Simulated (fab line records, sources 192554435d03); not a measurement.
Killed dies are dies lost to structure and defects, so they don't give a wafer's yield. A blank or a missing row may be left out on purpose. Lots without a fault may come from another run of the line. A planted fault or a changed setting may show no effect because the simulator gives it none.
Which tool did it? | flow n5_finfet | 10 lots, 30 wafers sampled, at 5 steps of a route of 1938

WHAT THE GAUGES READ, wafer by wafer
N5_HKMG_FIN_THK_MEAS_70: measures by xrf.
lot  | measured    | on            | HK_THK (nm)
L608 | day 4 15:02 | film_metro-01 | 1.556 1.581 1.578
L609 | day 4 16:45 | film_metro-01 | 1.570 1.563 1.560
L610 | day 5 01:09 | film_metro-01 | 1.580 1.572 1.559
L611 | day 5 04:18 | film_metro-02 | 1.557 1.531 1.559
L613 | day 5 16:59 | film_metro-01 | 1.576 1.566 1.568
L619 | day 7 05:40 | film_metro-02 | 1.832 1.814 1.828
L622 | day 7 20:44 | film_metro-02 | 1.559 1.859 1.567
L624 | day 8 07:41 | film_metro-02 | 1.510 1.548 1.575
L625 | day 8 17:43 | film_metro-01 | 1.576 1.590 1.554
L626 | day 8 20:29 | film_metro-02 | 1.562 1.585 1.559

WHICH TOOL RAN EACH LOT (tool, then ch and the chambers of the sampled wafers, then the start)
lot  | N5_SDB_DESCUM_16                  | N5_SDB_CUT_ETCH_26              | N5_SDB_ALD_29                    | N5_HKMG_FIN_HK_ALD_01
L608 | rie_diel-05 ch 0,1,3, day 4 07:02 | rie_si-01 ch 2,3, day 4 07:39   | ald_sin-01 ch 0,2,3, day 4 07:55 | ald_hk-01 ch 0,3, day 4 11:33
L609 | rie_diel-03 ch 0,1,2, day 4 08:16 | rie_si-01 ch 0,2, day 4 08:53   | ald_sin-04 ch 0,2, day 4 09:17   | ald_hk-02 ch 0,1,2, day 4 13:15
L610 | rie_diel-03 ch 0,1,3, day 4 17:06 | rie_si-02 ch 0,1,3, day 4 17:43 | ald_sin-03 ch 0,1, day 4 17:53   | ald_hk-01 ch 1,2,3, day 4 21:32
L611 | rie_diel-03 ch 0,2,3, day 4 19:52 | rie_si-01 ch 0,3, day 4 20:29   | ald_sin-03 ch 0,2, day 4 20:50   | ald_hk-02 ch 2,3, day 5 00:34
L613 | rie_diel-05 ch 2,3, day 5 08:50   | rie_si-06 ch 1,3, day 5 09:26   | ald_sin-01 ch 0,1,2, day 5 09:38 | ald_hk-02 ch 1,2, day 5 13:26
L619 | rie_diel-04 ch 0,1,3, day 6 21:27 | rie_si-02 ch 0,2,3, day 6 22:16 | ald_sin-03 ch 0,1, day 6 22:27   | ald_hk-02 ch 2,3, day 7 02:12
L622 | rie_diel-03 ch 1,3, day 7 12:44   | rie_si-02 ch 0,2, day 7 13:23   | ald_sin-01 ch 1,2,3, day 7 13:34 | ald_hk-02 ch 0,2,3, day 7 17:18
L624 | rie_diel-05 ch 1,3, day 7 23:33   | rie_si-06 ch 0,2,3, day 8 00:23 | ald_sin-01 ch 0,1, day 8 00:34   | ald_hk-03 ch 0,2,3, day 8 04:13
L625 | rie_diel-03 ch 0,1,3, day 8 08:40 | rie_si-06 ch 2,3, day 8 09:46   | ald_sin-03 ch 0,3, day 8 10:19   | ald_hk-01 ch 0,3, day 8 14:10
L626 | rie_diel-04 ch 0,2,3, day 8 11:59 | rie_si-01 ch 2,3, day 8 12:37   | ald_sin-03 ch 0,3, day 8 13:01   | ald_hk-03 ch 0,1,2, day 8 16:53
- N5_SDB_DESCUM_16: chemistry O2, time 7.9 s.
- N5_SDB_CUT_ETCH_26: etches Si in HBr/Cl2/O2, target depth 129.6 nm, bt time 20 s, time 51.8 s.
- N5_SDB_ALD_29: deposits SiNx, target thk 30 nm, pulse time 1 s, ald cycles 600.
- N5_HKMG_FIN_HK_ALD_01: deposits HfO2, target thk 1.6 nm, pulse time 3 s, purge time 3 s.

THE ANSWER, worked out from the rows above alone
Rule: what is usual is taken from the lots themselves. Put in order of their means at a reading, lots are off if they are a third of the lots or fewer, leave a main group of 4 or more, and stand apart from it by a gap of 3 or more times the standard deviation of the main group's means; of several such gaps the widest counts. A main group whose means are all the same, to the digits that the tables above print for the reading, isn't used. A lot without any number at a reading at which 4 lots or more have one is off too. The other lots that the step has rows for count as sound.
Off: L619, L622, at N5_HKMG_FIN_THK_MEAS_70 (HK_THK). The main group: mean 1.564 nm, standard deviation 0.01.
A tool fits if, at a process step before that reading, it ran every lot that is off, and no sound lot after the first of them. The gauges at N5_HKMG_FIN_THK_MEAS_70 are tried like those tools. Can't be told from this: 2 tools fit, rie_si-02 at N5_SDB_CUT_ETCH_26, ald_hk-02 at N5_HKMG_FIN_HK_ALD_01.

WHAT THE SIMULATOR HAD PUT IN
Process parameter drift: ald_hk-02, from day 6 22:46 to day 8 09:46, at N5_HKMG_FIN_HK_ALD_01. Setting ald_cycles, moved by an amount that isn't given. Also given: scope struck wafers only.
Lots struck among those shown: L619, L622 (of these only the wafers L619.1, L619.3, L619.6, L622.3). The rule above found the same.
